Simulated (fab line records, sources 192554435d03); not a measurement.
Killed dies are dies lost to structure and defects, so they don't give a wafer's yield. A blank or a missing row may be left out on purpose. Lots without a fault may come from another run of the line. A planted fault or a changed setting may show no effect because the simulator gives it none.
Which tool did it? | flow n5_finfet | 11 lots, 29 wafers sampled, at 5 steps of a route of 1938

WHAT THE GAUGES READ, wafer by wafer
N5_BEOL_M4_RC_MEAS_101.
lot  | measured     | on        | DIBL_N (mV/V)  | DIBL_P (mV/V)  | IOFF_N (nA/um) | IOFF_P (nA/um) | ION_N (uA/um) | ION_P (uA/um) | SS_N (mV/dec)  | SS_P (mV/dec)  | VT_N (mV)   | VT_P (mV)
L928 | day 8 08:11  | prober-02 | 37.7 40.3 35.7 | 39.0 41.7 37.3 | 0.19 0.25 0.17 | 0.24 0.30 0.22 | 689 708 694   | 474 481 478   | 70.9 71.5 70.7 | 72.4 73.9 72.3 | 242 240 244 | -246.0 -244.5 -247.6
L931 | day 9 05:35  | prober-01 | 36.5 37.2 39.8 | 36.3 36.8 37.5 | 0.16 0.18 0.22 | 0.23 0.22 0.24 | 654 691 664   | 450 467 453   | 71.3 72.1 73.1 | 73.1 72.9 73.7 | 250 247 248 | -249.0 -250.4 -246.8
L932 | day 9 05:28  | prober-02 | 35.9 38.0      | 35.7 37.9      | 0.13 0.19      | 0.19 0.22      | 645 697       | 447 470       | 71.4 71.5      | 73.9 74.1      | 255 246     | -252.4 -249.1
L934 | day 9 20:19  | prober-01 | 35.9 36.5      | 37.5 38.6      | 0.16 0.16      | 0.20 0.23      | 672 661       | 460 454       | 71.6 71.9      | 73.0 73.5      | 249 250     | -250.0 -248.3
L935 | day 9 21:51  | prober-02 | 32.4 36.9      | 32.2 36.6      | 0.11 0.18      | 0.17 0.23      | 673 680       | 463 460       | 70.6 72.2      | 72.5 73.7      | 253 248     | -250.5 -249.3
L933 | day 10 00:14 | prober-02 | 37.4 38.7      | 36.2 38.2      | 0.17 0.19      | 0.24 0.28      | 681 695       | 474 475       | 71.5 72.6      | 73.3 73.8      | 251 247     | -248.1 -247.4
L937 | day 10 12:14 | prober-02 | 35.8 37.3 34.9 | 33.7 35.3 34.2 | 0.16 0.17 0.14 | 0.19 0.20 0.19 | 682 685 674   | 468 466 469   | 70.4 71.9 71.3 | 72.5 74.0 73.3 | 247 248 250 | -248.5 -251.6 -251.7
L936 | day 10 15:54 | prober-02 | 37.2 38.9 35.4 | 35.2 36.9 33.4 | 0.17 0.19 0.13 | 0.20 0.22 0.17 | 675 687 670   | 458 469 463   | 71.4 71.9 71.0 | 72.9 73.0 72.4 | 249 250 255 | -251.0 -249.8 -253.7
L939 | day 11 11:06 | prober-01 | 36.1 35.0 38.0 | 37.7 34.5 38.7 | 0.16 0.13 0.19 | 0.24 0.19 0.27 | 691 675 686   | 475 465 470   | 71.5 71.2 72.1 | 73.4 72.5 73.5 | 248 253 249 | -245.8 -250.0 -247.0
L941 | day 11 22:40 | prober-01 | 40.6 32.5 39.4 | 39.8 31.5 38.9 | 0.27 0.11 0.24 | 0.30 0.16 0.28 | 704 668 703   | 478 460 475   | 72.7 70.4 71.9 | 75.1 72.3 74.9 | 240 253 244 | -246.0 -252.3 -246.3
L945 | day 12 21:17 | prober-02 | 35.7 34.3 36.9 | 35.0 33.1 35.8 | 0.15 0.12 0.16 | 0.20 0.17 0.21 | 693 669 680   | 480 457 464   | 71.4 71.2 71.9 | 73.5 72.0 73.0 | 251 254 250 | -249.1 -251.4 -249.4

WHICH TOOL RAN EACH LOT (tool, then ch and the chambers of the sampled wafers, then the start)
lot  | N5_BEOL_M1_CVD_47               | N5_BEOL_M1_ANNEAL_49         | N5_BEOL_M1_ANNEAL_82         | N5_BEOL_M1_SPUTTER_86
L928 | cvd_co-02 ch 0,2, day 6 10:42   | pvd_sputter-02, day 6 11:01  | pvd_sputter-02, day 6 11:27  | pvd_sputter-02, day 6 11:35
L931 | cvd_co-01 ch 0,1,2, day 7 09:00 | pvd_sputter-03, day 7 09:14  | pvd_sputter-03, day 7 09:41  | pvd_sputter-03, day 7 09:49
L932 | cvd_co-02 ch 0,1, day 7 12:38   | pvd_sputter-03, day 7 12:58  | pvd_sputter-03, day 7 13:24  | pvd_sputter-03, day 7 13:32
L934 | cvd_co-01 ch 1, day 7 19:41     | pvd_sputter-01, day 7 20:01  | pvd_sputter-01, day 7 20:28  | pvd_sputter-01, day 7 20:36
L935 | cvd_co-02 ch 0,1, day 7 22:29   | pvd_sputter-01, day 7 22:40  | pvd_sputter-01, day 7 23:06  | pvd_sputter-01, day 7 23:14
L933 | cvd_co-02 ch 0,1, day 7 22:52   | pvd_sputter-01, day 8 00:30  | pvd_sputter-01, day 8 00:56  | pvd_sputter-01, day 8 01:05
L937 | cvd_co-01 ch 0,1,2, day 8 14:10 | pvd_sputter-03, day 8 14:25  | pvd_sputter-03, day 8 14:51  | pvd_sputter-03, day 8 14:59
L936 | cvd_co-02 ch 0,1,2, day 8 22:52 | pvd_sputter-01, day 8 23:15  | pvd_sputter-01, day 8 23:41  | pvd_sputter-01, day 8 23:50
L939 | cvd_co-02 ch 0,1,2, day 9 08:55 | pvd_sputter-01, day 9 09:10  | pvd_sputter-01, day 9 09:36  | pvd_sputter-01, day 9 09:44
L941 | cvd_co-02 ch 0,1, day 9 18:11   | pvd_sputter-01, day 9 18:56  | pvd_sputter-01, day 9 19:22  | pvd_sputter-01, day 9 19:31
L945 | cvd_co-02 ch 1,2, day 11 03:57  | pvd_sputter-02, day 11 04:51 | pvd_sputter-02, day 11 05:17 | pvd_sputter-02, day 11 05:26
- N5_BEOL_M1_CVD_47: deposits Co from CCTBA/H2, target thk 3 nm, time 223.8 s.
- N5_BEOL_M1_ANNEAL_49: time 240 s.
- N5_BEOL_M1_ANNEAL_82: time 240 s.
- N5_BEOL_M1_SPUTTER_86: material Cu, target thk 4.5 nm, time 8.29 s.

WHAT THE TOOLS THEMSELVES READ (means of the sampled wafers that have a number; where no wafer has one, the mark that the record gives instead)
N5_BEOL_M1_CVD_47.
lot  | tool      | run_length_s (s)
L928 | cvd_co-02 | 246.6
L931 | cvd_co-01 | 246.8
L932 | cvd_co-02 | 247.2
L934 | cvd_co-01 | 247.1
L935 | cvd_co-02 | 247.0
L933 | cvd_co-02 | 247.2
L937 | cvd_co-01 | 246.9
L936 | cvd_co-02 | 246.8
L939 | cvd_co-02 | 247.1
L941 | cvd_co-02 | 246.8
L945 | cvd_co-02 | 249.5

N5_BEOL_M1_ANNEAL_49.
lot  | tool           | heater_power_w (W) | susceptor_temp_C_max
L928 | pvd_sputter-02 | 958                | 400.6
L931 | pvd_sputter-03 | 815                | 401.0
L932 | pvd_sputter-03 | 834                | 401.4
L934 | pvd_sputter-01 | 752                | 400.8
L935 | pvd_sputter-01 | 826                | 401.1
L933 | pvd_sputter-01 | 826                | 400.8
L937 | pvd_sputter-03 | 811                | 400.9
L936 | pvd_sputter-01 | 806                | 401.1
L939 | pvd_sputter-01 | 832                | 401.3
L941 | pvd_sputter-01 | 836                | 401.3
L945 | pvd_sputter-02 | 909                | 400.8

N5_BEOL_M1_ANNEAL_82.
lot  | tool           | heater_power_w (W) | susceptor_temp_C_max
L928 | pvd_sputter-02 | 940                | 400.8
L931 | pvd_sputter-03 | 808                | 400.8
L932 | pvd_sputter-03 | 824                | 401.1
L934 | pvd_sputter-01 | 754                | 400.9
L935 | pvd_sputter-01 | 816                | 401.4
L933 | pvd_sputter-01 | 820                | 401.8
L937 | pvd_sputter-03 | 805                | 401.0
L936 | pvd_sputter-01 | 795                | 400.7
L939 | pvd_sputter-01 | 825                | 400.9
L941 | pvd_sputter-01 | 839                | 401.2
L945 | pvd_sputter-02 | 884                | 400.9

N5_BEOL_M1_SPUTTER_86.
lot  | tool           | throttle_valve_pct (%)
L928 | pvd_sputter-02 | 28.9
L931 | pvd_sputter-03 | 30.6
L932 | pvd_sputter-03 | 30.3
L934 | pvd_sputter-01 | 29.9
L935 | pvd_sputter-01 | 29.4
L933 | pvd_sputter-01 | 29.6
L937 | pvd_sputter-03 | 30.5
L936 | pvd_sputter-01 | 29.8
L939 | pvd_sputter-01 | 30.5
L941 | pvd_sputter-01 | 29.9
L945 | pvd_sputter-02 | 29.5

THE ANSWER, worked out from the rows above alone
Rule: what is usual is taken from the lots themselves. Put in order of their means at a reading, lots are off if they are a third of the lots or fewer, leave a main group of 4 or more, and stand apart from it by a gap of 3 or more times the standard deviation of the main group's means; of several such gaps the widest counts. A main group whose means are all the same, to the digits that the tables above print for the reading, isn't used. A lot without any number at a reading at which 4 lots or more have one is off too. The other lots that the step has rows for count as sound. The gauges are gone through in route order, then the tools' own readings, and for those a lot's mean is taken as printed above. The first step at which some lot is off is used, and at that step the reading that is off furthest; a lot without a number counts as furthest.
Off: L945, at N5_BEOL_M1_CVD_47 (run_length_s). The main group: mean 246.9 s, standard deviation 0.19.
A tool fits if, at that step or a process step before it, it ran every lot that is off, and no sound lot after the first of them. One fits: cvd_co-02 at N5_BEOL_M1_CVD_47. Its last sound lot is L941 (day 9 18:11), its first lot that is off L945 (day 11 03:57): a fault that began between those two fits.
The tool's own readings at N5_BEOL_M1_CVD_47 bear it out: on the lots that are off they differ by more than 5 times the standard deviation of the sound lots' means. run_length_s reads 249.5 s there against 246.9 s on the sound lots.

WHAT THE SIMULATOR HAD PUT IN
Process parameter drift: cvd_co-02, from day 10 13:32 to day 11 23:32, at N5_BEOL_M1_CVD_47. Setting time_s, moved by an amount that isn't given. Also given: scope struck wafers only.
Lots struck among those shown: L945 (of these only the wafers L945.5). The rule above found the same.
